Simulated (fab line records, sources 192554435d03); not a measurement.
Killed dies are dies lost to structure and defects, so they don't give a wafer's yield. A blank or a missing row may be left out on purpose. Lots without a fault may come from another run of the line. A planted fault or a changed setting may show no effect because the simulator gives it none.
Chamber matching | flow n5_finfet | N5_BEOL_M1_STRIP_66 on rie_diel-05: 4 sister chambers
The step strips in CF4. 22 wafers are shown with their chamber, then 11 later ones without.

WAFERS WITH THEIR CHAMBER
wafer  | chamber | drypump_motor_current_A (A) | throttle_valve_pct (%) | oes_product_au (a.u.)
L077.1 | 1       | 5.8                         | 13.17                  | 0.89
L077.2 | 3       | 6.0                         | 13.59                  | 0.71
L077.3 | 2       | 5.5                         | 13.36                  | 0.82
L077.4 | 0       | 6.1                         | 13.57                  | 0.88
L077.5 | 1       | 5.9                         | 13.17                  | 0.88
L077.6 | 2       | 5.5                         | 13.38                  | 0.82
L078.4 | 3       | 6.0                         | 13.60                  | 0.71
L078.5 | 3       | 6.0                         | 13.60                  | 0.71
L078.6 | 2       | 5.5                         | 13.38                  | 0.82
L084.1 | 2       | 5.5                         | 13.42                  | 0.81
L084.5 | 3       | 6.0                         | 13.63                  | 0.70
L084.6 | 0       | 6.1                         | 13.59                  | 0.86
L085.2 | 1       | 5.9                         | 13.21                  | 0.86
L085.4 | 3       | 6.0                         | 13.62                  | 0.70
L085.5 | 0       | 6.1                         | 13.61                  | 0.86
L086.2 | 0       | 6.1                         | 13.60                  | 0.85
L086.3 | 1       | 5.8                         | 13.21                  | 0.86
L086.6 | 3       | 6.0                         | 13.63                  | 0.69
L087.2 | 2       | 5.5                         | 13.40                  | 0.81
L087.3 | 1       | 5.9                         | 13.22                  | 0.87
L087.5 | 3       | 6.0                         | 13.62                  | 0.70
L092.1 | 3       | 6.0                         | 13.65                  | 0.68

SIGNATURES (means of the wafers above)
reading                 | chamber 0 | chamber 1 | chamber 2 | chamber 3 | scatter within a chamber
drypump_motor_current_A | 6.100     | 5.860     | 5.500     | 6.000     | 0.0258
throttle_valve_pct      | 13.5925   | 13.1960   | 13.3880   | 13.6175   | 0.0211
oes_product_au          | 0.8625    | 0.8720    | 0.8160    | 0.7000    | 0.0107
Rule: a wafer's distance from a chamber is the root of the sum, over the readings, of the square of ((its reading less the chamber's mean) divided by the reading's scatter). The wafer belongs to the nearest chamber; if the next one is less than 2 further off, it can't be placed. The scatter: the root of (the sum of the squares of (reading less its chamber's mean) over the shown wafers, divided by (wafers less chambers)).

WAFERS WITHOUT THEIR CHAMBER
wafer  | drypump_motor_current_A (A) | throttle_valve_pct (%) | oes_product_au (a.u.)
L092.2 | 5.5                         | 13.44                  | 0.79
L092.3 | 5.9                         | 13.23                  | 0.85
L093.3 | 5.5                         | 13.43                  | 0.80
L093.5 | 6.0                         | 13.65                  | 0.69
L093.6 | 6.1                         | 13.63                  | 0.84
L094.1 | 5.9                         | 13.25                  | 0.85
L094.4 | 6.1                         | 13.65                  | 0.84
L094.5 | 6.1                         | 13.63                  | 0.84
L095.2 | 5.5                         | 13.45                  | 0.79
L095.4 | 6.1                         | 13.65                  | 0.83
L095.6 | 5.9                         | 13.24                  | 0.84

WHICH CHAMBER EACH WENT THROUGH
wafer  | from the rows above | in truth
L092.2 | 2                   | 2
L092.3 | 1                   | 1
L093.3 | 2                   | 2
L093.5 | 3                   | 3
L093.6 | 0                   | 0
L094.1 | 1                   | 1
L094.4 | 0                   | 0
L094.5 | 0                   | 0
L095.2 | 2                   | 2
L095.4 | 0                   | 0
L095.6 | 1                   | 1
Placed correctly: 11 of 11. Can't be placed from these rows: 0. Placed wrongly: 0.
